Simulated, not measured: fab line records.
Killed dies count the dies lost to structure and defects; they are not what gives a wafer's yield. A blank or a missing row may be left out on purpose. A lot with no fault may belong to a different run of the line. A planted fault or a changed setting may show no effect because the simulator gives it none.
Split-lot study || flow n5-finfet || 21 wafers read from 7 lots, route of 1938 steps

THE SPLIT
At N5_BEOL_M5_ETCH_68 (etches SOC in N2/H2, target depth 80 nm, overetch 16 nm, time 120 s), the setting time-s was moved away from the recipe's 120 s on 7 of the 21 wafers read, by -21.4% to +22.2%. All remaining wafers had this setting at the recipe value.

The split's own step is where the reading is taken.

THE READING
SiARC_of_BEOL_M5_COAT_66.thk-nm (the simulator's own value, which no gauge read), in nm, at N5_BEOL_M5_ETCH_68 (etches SOC in N2/H2, target depth 80 nm, overetch 16 nm, time 120 s). The file does not state a usual value for it. The 14 wafers here that ran the recipe average 6.4 nm, standard deviation 0.13 nm.

{"wafer": "L078.1", "tool, chamber at the split": "rie-diel-01, 0", "time-s as run, s": 120, "against the recipe": "recipe", "SiARC_of_BEOL_M5_COAT_66.thk-nm, nm": 6.4, "against lot-mates on the recipe": "-"}
{"wafer": "L078.5", "tool, chamber at the split": "rie-diel-01, 0", "time-s as run, s": 120, "against the recipe": "recipe", "SiARC_of_BEOL_M5_COAT_66.thk-nm, nm": 6.4, "against lot-mates on the recipe": "-"}
{"wafer": "L078.3", "tool, chamber at the split": "rie-diel-01, 2", "time-s as run, s": 95.26, "against the recipe": "-20.6%", "SiARC_of_BEOL_M5_COAT_66.thk-nm, nm": 7.4, "against lot-mates on the recipe": "+1.0"}
{"wafer": "L081.1", "tool, chamber at the split": "rie-diel-03, 3", "time-s as run, s": 120, "against the recipe": "recipe", "SiARC_of_BEOL_M5_COAT_66.thk-nm, nm": 6.2, "against lot-mates on the recipe": "-"}
{"wafer": "L081.2", "tool, chamber at the split": "rie-diel-03, 1", "time-s as run, s": 120, "against the recipe": "recipe", "SiARC_of_BEOL_M5_COAT_66.thk-nm, nm": 6.6, "against lot-mates on the recipe": "-"}
{"wafer": "L081.5", "tool, chamber at the split": "rie-diel-03, 0", "time-s as run, s": 120, "against the recipe": "recipe", "SiARC_of_BEOL_M5_COAT_66.thk-nm, nm": 6.4, "against lot-mates on the recipe": "-"}
{"wafer": "L088.3", "tool, chamber at the split": "rie-diel-02, 0,1,0", "time-s as run, s": 120, "against the recipe": "recipe", "SiARC_of_BEOL_M5_COAT_66.thk-nm, nm": 6.4, "against lot-mates on the recipe": "-"}
{"wafer": "L088.5", "tool, chamber at the split": "rie-diel-02, 0,1,0", "time-s as run, s": 120, "against the recipe": "recipe", "SiARC_of_BEOL_M5_COAT_66.thk-nm, nm": 6.4, "against lot-mates on the recipe": "-"}
{"wafer": "L088.6", "tool, chamber at the split": "rie-diel-02, 0,1,0", "time-s as run, s": 120, "against the recipe": "recipe", "SiARC_of_BEOL_M5_COAT_66.thk-nm, nm": 6.4, "against lot-mates on the recipe": "-"}
{"wafer": "L093.3", "tool, chamber at the split": "rie-diel-03, 2", "time-s as run, s": 120, "against the recipe": "recipe", "SiARC_of_BEOL_M5_COAT_66.thk-nm, nm": 6.4, "against lot-mates on the recipe": "-"}
{"wafer": "L093.5", "tool, chamber at the split": "rie-diel-03, 3", "time-s as run, s": 141.9, "against the recipe": "+18.3%", "SiARC_of_BEOL_M5_COAT_66.thk-nm, nm": 5.2, "against lot-mates on the recipe": -1.2}
{"wafer": "L093.6", "tool, chamber at the split": "rie-diel-03, 2", "time-s as run, s": 141.9, "against the recipe": "+18.3%", "SiARC_of_BEOL_M5_COAT_66.thk-nm, nm": 5.6, "against lot-mates on the recipe": -0.8}
{"wafer": "L094.1", "tool, chamber at the split": "rie-diel-03, 2", "time-s as run, s": 120, "against the recipe": "recipe", "SiARC_of_BEOL_M5_COAT_66.thk-nm, nm": 6.4, "against lot-mates on the recipe": "-"}
{"wafer": "L094.2", "tool, chamber at the split": "rie-diel-03, 1", "time-s as run, s": 94.26, "against the recipe": "-21.4%", "SiARC_of_BEOL_M5_COAT_66.thk-nm, nm": 7.6, "against lot-mates on the recipe": "+1.3"}
{"wafer": "L094.6", "tool, chamber at the split": "rie-diel-03, 3", "time-s as run, s": 120, "against the recipe": "recipe", "SiARC_of_BEOL_M5_COAT_66.thk-nm, nm": 6.2, "against lot-mates on the recipe": "-"}
{"wafer": "L096.1", "tool, chamber at the split": "rie-diel-03, 0,2", "time-s as run, s": 120, "against the recipe": "recipe", "SiARC_of_BEOL_M5_COAT_66.thk-nm, nm": 6.6, "against lot-mates on the recipe": "-"}
{"wafer": "L096.2", "tool, chamber at the split": "rie-diel-03, 0,2", "time-s as run, s": 120, "against the recipe": "recipe", "SiARC_of_BEOL_M5_COAT_66.thk-nm, nm": 6.6, "against lot-mates on the recipe": "-"}
{"wafer": "L096.6", "tool, chamber at the split": "rie-diel-03, 0", "time-s as run, s": 134.3, "against the recipe": "+11.9%", "SiARC_of_BEOL_M5_COAT_66.thk-nm, nm": 5.8, "against lot-mates on the recipe": -0.8}
{"wafer": "L097.1", "tool, chamber at the split": "rie-diel-03, 0", "time-s as run, s": 146.7, "against the recipe": "+22.2%", "SiARC_of_BEOL_M5_COAT_66.thk-nm, nm": 5.2, "against lot-mates on the recipe": -1.4}
{"wafer": "L097.2", "tool, chamber at the split": "rie-diel-03, 1", "time-s as run, s": 120, "against the recipe": "recipe", "SiARC_of_BEOL_M5_COAT_66.thk-nm, nm": 6.6, "against lot-mates on the recipe": "-"}
{"wafer": "L097.5", "tool, chamber at the split": "rie-diel-03, 3", "time-s as run, s": 146.7, "against the recipe": "+22.2%", "SiARC_of_BEOL_M5_COAT_66.thk-nm, nm": 5, "against lot-mates on the recipe": -1.6}
If several chambers appear in one row, that row covers several wafers at once and the file leaves open which wafer was in which chamber.

THE FIT
A straight line over all 21 wafers: SiARC_of_BEOL_M5_COAT_66.thk-nm changes by -0.0553 nm for each +1% of time-s; r = -0.98; the points scatter about the line by 0.14 nm.
The same after taking each lot's own level away (the mean of its wafers on the recipe; 21 wafers): -0.0597 nm for each +1%; r = -0.98; scatter 0.13 nm.
That fit puts the effect of the largest move of time-s on the reading at 1.3 nm.
From 6.30 to 6.60 nm: that is the span of the lots' own levels, equal to 2.3 times the standard deviation above.
The two slopes agree, so the slope changes little with the lot-to-lot level.
Check: -1.34 nm against its lot-mates is what the line predicts for one of the wafers moved furthest among these (+22.2%) when that wafer is left out of the fit. Against them it came out at -1.4 nm.

ADDITIONAL SPLITS CARRIED BY THESE WAFERS
Other splits were also applied to these wafers ahead of the reading. Each is held against what the fit with the lots' levels taken away leaves over:
{"other split on the same wafers": "N5_BEOL_M2_TRENCH_ETCH_37 source-w", "wafers away from the commonest value": 6, "r with SiARC_of_BEOL_M5_COAT_66.thk-nm (lot level and that fit taken away)": "+0.25"}
{"other split on the same wafers": "N5_BEOL_M3_EXPOSE_25 dose-mj", "wafers away from the commonest value": 6, "r with SiARC_of_BEOL_M5_COAT_66.thk-nm (lot level and that fit taken away)": "+0.14"}
{"other split on the same wafers": "N5_BEOL_M3_DESCUM_33 time-s", "wafers away from the commonest value": 9, "r with SiARC_of_BEOL_M5_COAT_66.thk-nm (lot level and that fit taken away)": -0.06}
{"other split on the same wafers": "N5_BEOL_M3_SPUTTER_81 time-s", "wafers away from the commonest value": 6, "r with SiARC_of_BEOL_M5_COAT_66.thk-nm (lot level and that fit taken away)": "+0.06"}

THE FILE'S OWN FIT
SiARC_of_BEOL_M5_COAT_66.thk-nm changes by -0.0591 nm for each +1% of time-s, r = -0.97.
